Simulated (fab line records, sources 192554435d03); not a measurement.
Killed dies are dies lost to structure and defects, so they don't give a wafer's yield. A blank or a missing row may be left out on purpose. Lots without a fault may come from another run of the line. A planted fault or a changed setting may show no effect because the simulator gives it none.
A struck lot beside a sound one | flow n5_finfet | 16 steps out of a route of 1938
Sound: wafers L389.4, L389.5, L389.6. Struck: wafer L393.2. (L393.1, L393.6 of the same lot were not struck and are left out.) The cause comes at the end.
At each step with rows: each side's tool, then ch and its chambers, then its first start. Under that, the readings that differ: sound wafers | struck wafers | difference of the means | sigmas: that difference in standard deviations of wafers without a fault.
alike: readings whose means differ by less than 2 such deviations, and words and numbers that are the same on both sides. not compared: withheld readings, readings that some wafer has no value for, bounds like >300 that may hide the same value, and numbers for which the record gives no deviation and whose values overlap.
The two part at a step that has a row with sigmas, a row that says differs or no value, or rows on one side only. Numbers that don't overlap but have no deviation are shown without sigmas and don't part them. A reading that every wafer of one side lacks parts them only if that side has two wafers or more.

N5_HKMG_FIN_STRIP_93: strips SOC in N2/H2, time 20 s.
  sound on rie_diel-02 ch 2,3, day 6 15:35; struck on rie_diel-04 ch 1, day 7 19:04
  reading               | sound          | struck | difference | sigmas
  oes_product_au (a.u.) | 0.75 0.74 0.76 | 0.92   | +0.17      | +2
  rf_vpp_V (V)          | 55.1 52.3 53.2 | 55.8   | +2.3       | +3
  alike: drypump_motor_current_A, showerhead_plenum_p_Torr, throttle_valve_pct
  not compared: rf_hours_counter_h
then, 1 step without rows for these wafers: N5_HKMG_FIN_WET_ETCH_76 (etches Al2O3 in dNH4OH, stops on La2O3, target depth 2.25 nm, rinse time 30 s).
N5_HKMG_FIN_STRIP_60: strips in N2/H2, time 360 s.
  sound on plasma_asher-02 ch 0,1, day 6 15:51; struck on plasma_asher-01 ch 0, day 7 19:13
  reading                | sound | struck | difference                   | sigmas
  rf_hours_counter_h (h) | - - - | 103    | no value on the sound wafers |
  alike: drypump_motor_current_A, heater_power_w
then, 2 steps without rows for these wafers: N5_HKMG_FIN_WET_ETCH_77 (etches La2O3 in dHCl, stops on HfO2, target depth 2 nm); N5_HKMG_FIN_WET_ETCH_78 (etches Al2O3 in dNH4OH, stops on La2O3, target depth 4.5 nm, rinse time 30 s).
N5_HKMG_FIN_ALD_79: deposits TiN, target thk 1.5 nm, pulse time 1 s, purge time 3 s.
  sound on ald_metal-01 ch 2,3, day 6 16:13; struck on ald_metal-02 ch 1, day 7 19:43
  alike: heater_power_w, precursor_pulse_height_rel, susceptor_temp_C
N5_HKMG_FIN_CVD_62: deposits a-Si from Si2H6, target thk 3 nm, time 20.8 s.
  sound on thermal_cvd_si-02 ch 0,1,2, day 6 16:38; struck on thermal_cvd_si-02 ch 1, day 7 20:04
  alike: heater_power_w
then, 5 steps without rows for these wafers: N5_HKMG_FIN_RTA_80 (time 2 s); N5_HKMG_FIN_PRECLEAN_64 (cleans in dHF, time 30 s); N5_HKMG_FIN_WET_ETCH_65 (etches a-Si in TMAH, stops on TiN, time 49 s, target depth 3 nm); N5_HKMG_FIN_WET_ETCH_81 (etches TiN in SC1, stops on HfO2, time 57 s, target depth 6 nm); N5_HKMG_FIN_WET_ETCH_82 (etches La2O3 in dHCl, stops on HfO2, target depth 2 nm, rinse time 30 s).
N5_HKMG_FIN_ALD_36: deposits TiN, target thk 1 nm, pulse time 1 s, purge time 3 s.
  sound on ald_metal-02 ch 2,3, day 6 17:02; struck on ald_metal-03 ch 0, day 7 20:28
  reading                    | sound                | struck | difference | sigmas
  precursor_pulse_height_rel | 0.988 1.003 1.010    | 1.051  | +0.051     | +3
  susceptor_temp_C (C)       | 399.99 400.01 399.78 | 412.73 | +12.80     | +56
  alike: heater_power_w
N5_HKMG_FIN_THK_MEAS_70: measures by xrf.
  sound on film_metro-02, day 6 17:19; struck on film_metro-02, day 7 20:45
  reading     | sound             | struck | difference | sigmas
  HK_THK (nm) | 1.567 1.567 1.560 | 1.611  | +0.046     | +3
-- the record jumps here: 4 days lie between the struck wafers' starts before and after (it left off in module HKMG_FIN and takes up again in module BEOL_M4, whose first step shown is number 1111 of the route) --
N5_BEOL_M4_RC_MEAS_101:
  sound on prober-01 ch 0, day 11 14:02; struck on prober-01 ch 0, day 12 01:20
  alike: DIBL_N, DIBL_P, IOFF_N, IOFF_P, ION_N, ION_P, SS_N, SS_P, VT_N, VT_P
N5_PASSIVATION_PROBE_49:
  the record has rows for the sound wafers here (prober-02, day 15 20:44) and none for the struck ones

WHERE THEY PART
First at N5_HKMG_FIN_STRIP_93; last, within this record, at N5_PASSIVATION_PROBE_49.

WHY: what the simulator had put in
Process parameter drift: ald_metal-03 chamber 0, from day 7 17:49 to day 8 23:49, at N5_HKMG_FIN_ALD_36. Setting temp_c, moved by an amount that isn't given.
